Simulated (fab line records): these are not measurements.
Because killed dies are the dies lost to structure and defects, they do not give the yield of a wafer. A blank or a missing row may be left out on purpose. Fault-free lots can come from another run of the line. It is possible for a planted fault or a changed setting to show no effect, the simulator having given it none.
fab line records	flow nand_harc
[record] lots = 6	wafers = 16	last_day = 24
route steps=1159 shown A_CHANNEL_HOLE_D1@471 END@1159
lots that met no fault: taken from a fault-free run of the same line
start_h: start of the lot's first displayed wafer, in hours after the record's first day	wait_h: hours since the lot's step before	" repeats the value in the row above	L1.1+2: a single row standing in for several wafers	- either no value or no given start	* or withheld: withheld	< > ~ a bound
route shown NAME@n: a module of which the file shows steps, and the number in the route of the first	usual: the fault-free wafers' mean and standard deviation	same: alike in all rows	chamber/n: place in a boat	sites: per-site readings	_std_site: standard deviation across them	_edge_site: the outer-site mean with the inner-site mean subtracted	radius_mm: how far each site lies from the wafer's centre	mask NAME#n: copy n	behind: the most recent tool/chamber to have shaped the wafer	hold: why the lot went on hold/how many hours it stayed there/how the hold came to an end	device: the n, p or np transistor that did not switch	end of line: tests of these same wafers at the route's end	where a step has no rows: the recipe by itself	killed: at the first sort, the dies lost to defects and structure; wafer yield is something else	map: the dies of a wafer, with x for killed, . for not killed, _ for no die there
set.NAME: the setting as run; set.NAME@STEP: as run at that earlier step	model.NAME: the simulator's own value behind a step, which no gauge read
lots seen at some steps along the route; tables by step, rows by wafer
services: the hour from which a tool's chamber was out of use, counted from the record's first day as start_h (under 0 if before that day), plus the number of hours and why
[[steps]]
[step NHARC_A_CHANNEL_HOLE_D1_ETCH_19]
[recipe] bias_v = 1200	source_w = 2500	pressure_mtorr = 15	time_s = 34.5	ar_flow_sccm = 375	c4f8_flow_sccm = 28.8	o2_flow_sccm = 96.2	temp_c = -20	target_depth_a = *	chemistry = C4F8/O2/Ar
[usual] chamber_pressure_mTorr = 14.999/0.012	drypump_motor_current_A = 5.83/0.2	esc_clamp_current_uA = 0.0212/0.00057	o2_flow_sccm = 96.23/0.29	run_length_s = 35.7/0.46	showerhead_plenum_p_Torr = 3.83/0.085	throttle_valve_pct = 37.038/0.0085
lot.wafer	tool	chamber	start_h	wait_h	chamber_pressure_mTorr	drypump_motor_current_A	esc_clamp_current_uA	o2_flow_sccm	rf_hours_counter_h	run_length_s	showerhead_plenum_p_Torr	throttle_valve_pct
L754.3	har_etch-02	0	188.96	0.1	15.007	5.70	0.0214	96.54	-	34.8	3.69	37.045
L754.4	"	1	"	"	14.981	5.66	0.0219	96.71	-	35.8	3.92	37.044
L754.5	"	1	"	"	15.003	5.65	0.0219	96.55	-	36.2	3.92	37.046
L756.2	har_etch-01	0	205.79	3.2	15.020	5.83	0.0203	96.39	203	35.3	3.87	37.031
L756.4	"	1	"	"	15.011	6.17	0.0211	96.07	-	36.1	3.87	37.014
L756.3	"	0	"	"	14.987	5.78	0.0203	96.46	-	35.3	3.87	37.041
L762.1	har_etch-01	0	233.08	0.1	14.993	5.75	0.0203	95.62	220	35.5	3.86	37.038
L762.4	"	1	"	"	14.984	6.14	0.0212	96.12	-	36.3	3.86	37.040
L762.6	"	0	"	"	14.994	5.71	0.0203	95.35	-	35.2	3.86	37.035
L769.1	har_etch-02	0	268.63	2.7	14.993	5.72	0.0214	96.33	138	35.2	3.67	37.031
L769.3	"	1	"	"	14.983	5.67	0.0220	96.66	-	36.0	3.90	37.034
L769.5	"	0	"	"	14.988	5.70	0.0214	96.32	-	34.9	3.67	37.038
L774.2	har_etch-02	1	308.63	0.1	15.003	5.64	0.0220	96.18	159	36.1	3.89	37.041
L774.3	"	0	"	"	14.979	5.71	0.0214	96.36	-	34.9	3.66	37.057
L774.6	"	0	"	"	15.015	5.72	0.0214	96.28	-	35.7	3.66	37.034
L775.1	har_etch-02	0	312.76	3.4	15.007	5.72	0.0214	95.95	163	35.1	3.66	37.042
[step NHARC_A_CHANNEL_HOLE_D1_ETCH_20]
[recipe] bias_v = 3000	source_w = withheld	pressure_mtorr = 20	time_s = 361.9	ar_flow_sccm = 375	c4f8_flow_sccm = 89.3	o2_flow_sccm = 35.7	temp_c = -20	target_depth_a = 16000	chemistry = C4F8/O2/Ar
[step NHARC_A_CHANNEL_HOLE_D1_ETCH_21]
[recipe] bias_v = 3000	source_w = withheld	pressure_mtorr = 20	time_s = 514.3	ar_flow_sccm = 375	c4f8_flow_sccm = 89.3	o2_flow_sccm = 35.7	temp_c = -20	target_depth_a = 16000	chemistry = C4F8/O2/Ar
[step NHARC_A_CHANNEL_HOLE_D1_ETCH_22]
[recipe] bias_v = 3000	source_w = withheld	pressure_mtorr = 20	time_s = 666.7	ar_flow_sccm = 375	c4f8_flow_sccm = 89.3	o2_flow_sccm = 35.7	temp_c = -20	target_depth_a = 16000	chemistry = C4F8/O2/Ar
[usual] chamber_pressure_mTorr = 20.000/0.018	drypump_motor_current_A = 5.84/0.21	esc_clamp_current_uA = 0.0212/0.00057	o2_flow_sccm = 35.70/0.11	run_length_s = 651.7/0	showerhead_plenum_p_Torr = 3.78/0.081	throttle_valve_pct = 32.154/0.0094
lot.wafer	tool	chamber	start_h	wait_h	chamber_pressure_mTorr	drypump_motor_current_A	esc_clamp_current_uA	o2_flow_sccm	rf_hours_counter_h	run_length_s	showerhead_plenum_p_Torr	throttle_valve_pct
L754.3	har_etch-02	0	189.99	0.4	19.995	5.70	0.0214	35.64	-	651.7	3.65	32.153
L754.4	"	1	"	"	20.045	5.70	0.0218	35.50	-	651.7	3.87	32.163
L754.5	"	1	"	"	20.006	5.71	0.0219	35.62	-	651.7	3.87	32.170
L756.2	har_etch-01	0	206.73	0.4	19.975	5.74	0.0203	35.52	204	651.7	3.82	32.163
L756.4	"	1	"	"	20.022	6.17	0.0211	35.55	-	651.7	3.82	32.159
L756.3	"	0	"	"	19.999	5.76	0.0203	35.68	-	651.7	3.82	32.143
L762.1	har_etch-01	0	234.02	0.4	19.969	5.79	0.0204	35.83	221	651.7	3.81	32.167
L762.4	"	1	"	"	19.988	6.16	0.0212	35.83	-	651.7	3.81	32.146
L762.6	"	0	"	"	20.014	5.79	0.0203	35.90	-	651.7	3.81	32.146
L769.1	har_etch-02	0	269.49	0.4	19.993	5.70	0.0213	35.54	139	651.7	3.63	32.146
L769.3	"	1	"	"	19.994	5.69	0.0220	35.79	-	651.7	3.85	32.139
L769.5	"	0	"	"	20.040	5.70	0.0214	35.67	-	651.7	3.63	32.162
L774.2	har_etch-02	1	309.57	0.4	19.986	5.64	0.0219	35.53	160	651.7	3.84	32.163
L774.3	"	0	"	"	20.001	5.74	0.0214	35.62	-	651.7	3.62	32.154
L774.6	"	0	"	"	19.963	5.74	0.0214	35.72	-	651.7	3.62	32.163
L775.1	har_etch-02	0	313.64	0.4	20.000	5.73	0.0214	35.68	164	651.7	3.62	32.149
[step NHARC_A_CHANNEL_HOLE_D1_ETCH_23]
[recipe] bias_v = 5000	source_w = withheld	pressure_mtorr = 20	time_s = 819	ar_flow_sccm = 375	c4f8_flow_sccm = 89.3	o2_flow_sccm = 35.7	temp_c = -20	target_depth_a = 16000	chemistry = C4F8/O2/Ar
[step NHARC_A_CHANNEL_HOLE_D1_ETCH_24]
[recipe] bias_v = 5000	source_w = withheld	pressure_mtorr = 20	time_s = 906.2	ar_flow_sccm = 375	c4f8_flow_sccm = 93.8	o2_flow_sccm = 31.2	temp_c = -20	target_depth_a = 15000	chemistry = C4F8/O2/Ar
[usual] chamber_pressure_mTorr = 20.003/0.018	drypump_motor_current_A = 5.84/0.2	esc_clamp_current_uA = 0.0212/0.00057	o2_flow_sccm = 31.18/0.097	run_length_s = 891.2/0	showerhead_plenum_p_Torr = 3.77/0.081	throttle_valve_pct = 32.237/0.009
lot.wafer	tool	chamber	start_h	wait_h	chamber_pressure_mTorr	drypump_motor_current_A	esc_clamp_current_uA	o2_flow_sccm	rf_hours_counter_h	run_length_s	showerhead_plenum_p_Torr	throttle_valve_pct
L754.3	har_etch-02	0	191.33	0.6	19.992	5.72	0.0214	30.98	-	891.2	3.65	32.232
L754.4	"	1	"	"	20.006	5.64	0.0219	31.13	-	891.2	3.87	32.238
L754.5	"	1	"	"	20.009	5.66	0.0218	31.27	-	891.2	3.87	32.249
L756.2	har_etch-01	0	208.04	0.6	19.990	5.77	0.0204	31.25	205	891.2	3.81	32.239
L756.4	"	1	"	"	19.976	6.15	0.0212	31.33	-	891.2	3.81	32.246
L756.3	"	0	"	"	20.032	5.78	0.0203	31.20	-	891.2	3.81	32.250
L762.1	har_etch-01	0	235.32	0.6	19.985	5.76	0.0203	31.23	222	891.2	3.80	32.233
L762.4	"	1	"	"	19.991	6.14	0.0212	31.18	-	891.2	3.80	32.239
L762.6	"	0	"	"	19.993	5.79	0.0203	31.37	-	891.2	3.80	32.248
L769.1	har_etch-02	0	270.77	0.6	20.007	5.72	0.0214	31.29	140	891.2	3.63	32.238
L769.3	"	1	"	"	20.017	5.64	0.0219	30.98	-	891.2	3.85	32.247
L769.5	"	0	"	"	19.987	5.73	0.0214	31.26	-	891.2	3.63	32.244
L774.2	har_etch-02	1	310.85	0.6	20.024	5.64	0.0220	31.20	161	891.2	3.84	32.240
L774.3	"	0	"	"	20.018	5.72	0.0213	31.28	-	891.2	3.62	32.225
L774.6	"	0	"	"	20.019	5.73	0.0214	31.26	-	891.2	3.62	32.233
L775.1	har_etch-02	0	314.89	0.6	20.004	5.73	0.0214	31.14	165	891.2	3.62	32.235
[step NHARC_A_CHANNEL_HOLE_D1_ETCH_25]
[recipe] bias_v = 5000	source_w = withheld	pressure_mtorr = 20	time_s = 1040.2	ar_flow_sccm = 375	c4f8_flow_sccm = 93.8	o2_flow_sccm = 31.2	temp_c = -20	target_depth_a = 15000	chemistry = C4F8/O2/Ar
[step NHARC_A_CHANNEL_HOLE_D1_ETCH_26]
[recipe] bias_v = 300	source_w = 2000	pressure_mtorr = 30	time_s = 224.1	ar_flow_sccm = 375	c4f8_flow_sccm = 11.4	o2_flow_sccm = 113.6	temp_c = -20	target_depth_a = 3000	chemistry = C4F8/O2/Ar
[step NHARC_A_CHANNEL_HOLE_D1_ETCH_33]
[recipe] bias_v = 400	source_w = 2000	pressure_mtorr = 25	time_s = 90	ar_flow_sccm = 375	c4f8_flow_sccm = 41.7	o2_flow_sccm = 83.3	temp_c = -20	target_depth_a = 4000	chemistry = C4F8/O2/Ar
[usual] chamber_pressure_mTorr = 25.001/0.026	drypump_motor_current_A = 5.84/0.2	esc_clamp_current_uA = 0.0212/0.00058	o2_flow_sccm = 83.32/0.25	run_length_s = 121.3/0.56	showerhead_plenum_p_Torr = 3.82/0.084	throttle_valve_pct = 27.618/0.0084
lot.wafer	tool	chamber	start_h	wait_h	chamber_pressure_mTorr	drypump_motor_current_A	esc_clamp_current_uA	o2_flow_sccm	rf_hours_counter_h	run_length_s	showerhead_plenum_p_Torr	throttle_valve_pct
L754.3	har_etch-02	0	192.98	0.2	24.961	5.72	0.0213	82.87	-	120.4	3.69	27.616
L754.4	"	1	"	"	24.993	5.68	0.0219	83.20	-	122.5	3.92	27.626
L754.5	"	1	"	"	24.996	5.69	0.0219	83.24	-	121.8	3.92	27.625
L756.2	har_etch-01	0	209.81	0.2	24.986	5.80	0.0203	83.78	207	120.9	3.86	27.624
L756.4	"	1	"	"	24.983	6.13	0.0211	83.03	-	121.5	3.86	27.606
L756.3	"	0	"	"	24.991	5.77	0.0203	83.41	-	121.1	3.86	27.620
L762.1	har_etch-01	0	237.09	0.2	24.960	5.77	0.0203	83.44	224	120.9	3.85	27.632
L762.4	"	1	"	"	24.994	6.15	0.0212	83.38	-	122.0	3.85	27.619
L762.6	"	0	"	"	25.001	5.78	0.0203	83.43	-	121.1	3.85	27.627
L769.1	har_etch-02	0	272.60	0.2	25.017	5.70	0.0214	83.61	142	120.4	3.67	27.616
L769.3	"	1	"	"	25.039	5.65	0.0219	83.27	-	122.2	3.90	27.622
L769.5	"	0	"	"	24.993	5.73	0.0214	83.37	-	120.9	3.67	27.612
L774.2	har_etch-02	1	312.60	0.2	25.016	5.62	0.0220	83.45	163	121.7	3.89	27.633
L774.3	"	0	"	"	25.009	5.72	0.0214	83.02	-	120.9	3.66	27.625
L774.6	"	0	"	"	25.016	5.74	0.0215	83.25	-	120.9	3.66	27.601
L775.1	har_etch-02	0	316.75	0.2	25.010	5.73	0.0214	83.53	167	120.6	3.66	27.623
[step NHARC_A_CHANNEL_HOLE_D1_STRIP_41]
[recipe] n2_flow_sccm = 150	h2_flow_sccm = 150	ar_flow_sccm = 0	bias_w = 0	chemistry = N2/H2
[step NHARC_A_CHANNEL_HOLE_D1_STRIP_42]
[recipe] cf4_flow_sccm = 100	chf3_flow_sccm = 30	ar_flow_sccm = 0	bias_w = 0	chemistry = CF4/CHF3
[step NHARC_A_CHANNEL_HOLE_D1_STRIP_43]
[recipe] o2_flow_sccm = 400	cos_flow_sccm = 20	ar_flow_sccm = 0	bias_w = 0	chemistry = O2/COS
[step NHARC_A_CHANNEL_HOLE_D1_ETCH_44]
[recipe] target_depth_a = 1400	overetch_a = 140	time_s = 77	ion_energy_ev = 100	cf4_flow_sccm = 80	o2_flow_sccm = 20	ar_flow_sccm = 0	rf_w = 300	bias_w = 100	chemistry = CF4/O2
[usual] chamber_pressure_mTorr = 29.999/0.029	drypump_motor_current_A = 5.7/0.47	o2_flow_sccm = 19.99/0.066	oes_f_703_au = 1.000/0.0047	oes_product_au = 0.999/0.012	rf_vpp_V = 198.1/1.3	run_length_s = 98.4/0.38	showerhead_plenum_p_Torr = 1.35/0.057	throttle_valve_pct = 13.397/0.0088
lot.wafer	tool	chamber	start_h	wait_h	chamber_pressure_mTorr	drypump_motor_current_A	o2_flow_sccm	oes_f_703_au	oes_product_au	rf_hours_counter_h	rf_vpp_V	run_length_s	showerhead_plenum_p_Torr	throttle_valve_pct
L754.4	rie_diel-10	2	193.66	0.0	30.032	5.3	19.94	1.001	0.997	0.4	196.0	98.5	1.28	13.402
L754.3	"	3	"	"	30.023	5.0	20.00	0.998	0.993	0.5	198.6	98.7	1.43	13.395
L754.5	"	2	"	"	29.989	5.3	20.11	0.993	1.002	-	197.2	98.4	1.28	13.395
L756.2	rie_diel-05	3	210.53	0.1	30.037	5.7	19.93	0.999	0.996	2.6	199.5	99.2	1.34	13.411
L756.4	"	0	"	"	30.014	5.5	19.92	0.999	1.010	1.9	198.1	98.6	1.39	13.404
L756.3	"	2	"	"	29.996	5.3	19.99	0.994	1.022	2.5	197.0	98.6	1.31	13.408
L762.1	rie_diel-05	0	237.81	0.1	29.984	5.5	20.08	1.001	0.994	3.4	197.9	98.8	1.39	13.402
L762.4	"	1	"	"	30.022	6.6	20.07	0.999	1.004	3.2	197.6	98.5	1.42	13.394
L762.6	"	3	"	"	30.021	5.7	19.91	1.003	0.987	-	198.8	99.2	1.34	13.395
L769.3	rie_diel-05	0	273.35	0.1	30.002	5.5	19.94	1.003	0.986	5.7	198.8	98.4	1.39	13.410
L769.1	"	1	"	"	29.958	6.7	19.94	0.992	0.996	5.6	198.1	98.2	1.42	13.391
L769.5	"	1	"	"	30.028	6.7	19.95	0.993	1.001	-	200.3	98.1	1.42	13.389
L774.3	rie_diel-05	0	313.32	0.1	30.049	5.5	19.90	0.995	1.002	8.6	197.4	87.9	1.39	13.401
L774.2	"	2	"	"	29.937	5.3	19.97	1.006	0.999	8.6	197.0	98.4	1.30	13.398
L774.6	"	3	"	"	30.001	5.7	20.03	0.999	0.998	-	197.5	98.8	1.34	13.412
L775.1	rie_diel-05	0	317.51	0.1	30.002	5.5	19.86	1.012	1.010	8.7	199.2	88.2	1.39	13.385
[step NHARC_A_CHANNEL_HOLE_D1_STRIP_27]
[recipe] o2_flow_sccm = 500	ar_flow_sccm = 0	bias_w = 0	chemistry = O2
[usual] chamber_pressure_mTorr = 60.00/0.052	drypump_motor_current_A = 5.7/0.49	o2_flow_sccm = 500.1/1.4	oes_product_au = 0.999/0.012	rf_vpp_V = 57.8/0.88	showerhead_plenum_p_Torr = 3.57/0.15	throttle_valve_pct = 17.037/0.0091
lot.wafer	tool	chamber	start_h	wait_h	chamber_pressure_mTorr	drypump_motor_current_A	o2_flow_sccm	oes_product_au	rf_hours_counter_h	rf_vpp_V	showerhead_plenum_p_Torr	throttle_valve_pct
L754.3	rie_diel-10	2	-	-	60.02	5.3	501.1	0.993	0.5	56.5	3.39	17.047
L754.4	"	3	"	"	59.98	5.0	500.3	0.995	0.6	60.3	3.77	17.046
L754.5	"	3	"	"	60.09	5.0	501.6	0.998	-	58.9	3.77	17.036
L756.4	rie_diel-05	2	-	-	60.08	5.4	498.3	0.999	2.6	57.3	3.46	17.020
L756.3	"	3	"	"	60.08	5.7	499.8	0.980	2.7	58.4	3.55	17.030
L756.2	"	1	"	"	60.04	6.7	498.7	0.999	1.9	58.9	3.76	17.036
L762.1	rie_diel-05	3	-	-	60.01	5.7	499.5	0.989	4.0	57.4	3.55	17.036
L762.4	"	2	"	"	60.05	5.3	502.3	1.004	3.8	56.8	3.46	17.040
L762.6	"	3	"	"	60.04	5.7	499.2	0.987	-	58.0	3.55	17.034
L769.3	rie_diel-05	0	-	-	60.00	5.5	501.3	0.991	5.7	57.3	3.67	17.041
L769.1	"	3	"	"	59.97	5.7	500.7	0.990	6.6	56.3	3.55	17.044
L769.5	"	0	"	"	59.95	5.5	503.7	1.005	-	57.7	3.67	17.038
L774.3	rie_diel-05	2	-	-	60.02	5.3	501.5	0.997	8.6	57.9	3.45	17.037
L774.2	"	3	"	"	60.01	5.7	500.8	0.995	9.2	57.8	3.55	17.042
L774.6	"	1	"	"	60.04	6.7	501.8	0.993	-	59.3	3.75	17.029
L775.1	rie_diel-05	1	-	-	60.07	6.7	498.7	0.991	8.2	59.6	3.75	17.034
[step NHARC_END_SORT_01]
[recipe] temp_c = 25
[usual] killed_at_array = 25/7.8	killed_at_other = 0.6/0.81	killed_at_periphery = 3.3/2.2	killed_dies = 29/8.2	killed_open = 3.5/1.9	killed_short = 1.8/1.3
[same] gross_dies = 677
lot.wafer	tool	chamber	start_h	wait_h	killed_at_array	killed_at_other	killed_at_periphery	killed_dies	killed_open	killed_short
L762.4	prober-01	0	492.66	3.4	22	0	5	27	3	1
L774.3	prober-02	0	576.13	3.1	671	1	5	677	9	4
// killed by level:class
L762.4 A_CHANNEL_HOLE_D1:chamber_film_flake=8 A_SLIT:chamber_film_flake=7 A_CONTACT:chamber_film_flake=3 P_M0:geometric_particle:open=2 P_CONTACT:chamber_film_flake=2 A_WL_FILL:chamber_film_flake=2 A_CHANNEL_HOLE_D1:geometric_particle:short=1 A_CHANNEL_FILL_D1:geometric_particle:open=1
L774.3 A_CHANNEL_HOLE_D1:area_etch=633 A_SLIT:chamber_film_flake=16 A_CHANNEL_HOLE_D1:chamber_film_flake=7 A_STAIRCASE:chamber_film_flake=4 P_M0:geometric_particle:open=3 A_CONTACT:chamber_film_flake=3 A_CHANNEL_FILL_D1:geometric_particle:short=2 A_CONTACT:geometric_particle:open=2
[[services]]
tool	chamber	start_h	hours	kind
rie_diel-10	0	165.64	6.9	repair
rie_diel-05	0	172.70	-	clean
rie_diel-05	1	172.70	-	clean
rie_diel-05	2	172.70	-	clean
rie_diel-05	3	172.70	-	clean
rie_diel-10	-	176.50	9.0	pm
rie_diel-05	0	197.20	-	clean
rie_diel-05	1	197.20	-	clean
rie_diel-05	2	197.20	-	clean
rie_diel-05	3	197.20	-	clean
rie_diel-05	0	221.70	-	clean
rie_diel-05	1	221.70	-	clean
rie_diel-05	2	221.70	-	clean
rie_diel-05	3	221.70	-	clean
rie_diel-10	1	238.02	9.0	repair
rie_diel-05	0	246.20	-	clean
rie_diel-05	1	246.20	-	clean
rie_diel-05	2	246.20	-	clean
rie_diel-05	3	246.20	-	clean
rie_diel-05	0	270.70	-	clean
rie_diel-05	1	270.70	-	clean
rie_diel-05	2	270.70	-	clean
rie_diel-05	3	270.70	-	clean
har_etch-01	-	305.00	17.0	pm
[[key]]
[first_sign] step = NHARC_A_CHANNEL_HOLE_D1_ETCH_44	reading = run_length_s	direction = down	sigmas = 27	usual = *	struck = *
[effect] step = NHARC_END_SORT_01	reading = killed_at_array	direction = up	sigmas = 83	usual = 25	struck = 671
[more_kills_born_at] NHARC_A_CHANNEL_HOLE_D1_ETCH_44@rie_diel-05 = 633
met_at NHARC_A_CHANNEL_HOLE_D1_ETCH_44
struck_wafers L774.3,L775.1
rows_end L775.1
later_rows_left_out L774.3
tester_left_out L774
onset_between 273.35 313.32
[fault] kind = process_parameter_drift	tool = rie_diel-05	chamber = 0	onset_h = 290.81	steps = NHARC_A_CHANNEL_HOLE_D1_ETCH_44	channel = time_s	offset = *	shape = step	acts_in = *	stated = *
// tester_left_out: of these lots the tester's yield and bins aren't shown, on N5 and GAA mostly nor the transistor test; their killed dies are dies lost to structure and defects alone, not to doping, threshold or leakage, so they don't give the yield
// later_rows_left_out: the simulator's readings of these wafers behind a module that went badly wrong aren't trusted and aren't shown, but for the sort
// rows_end: these wafers met a further fault down the route, and their rows from its step on are left out
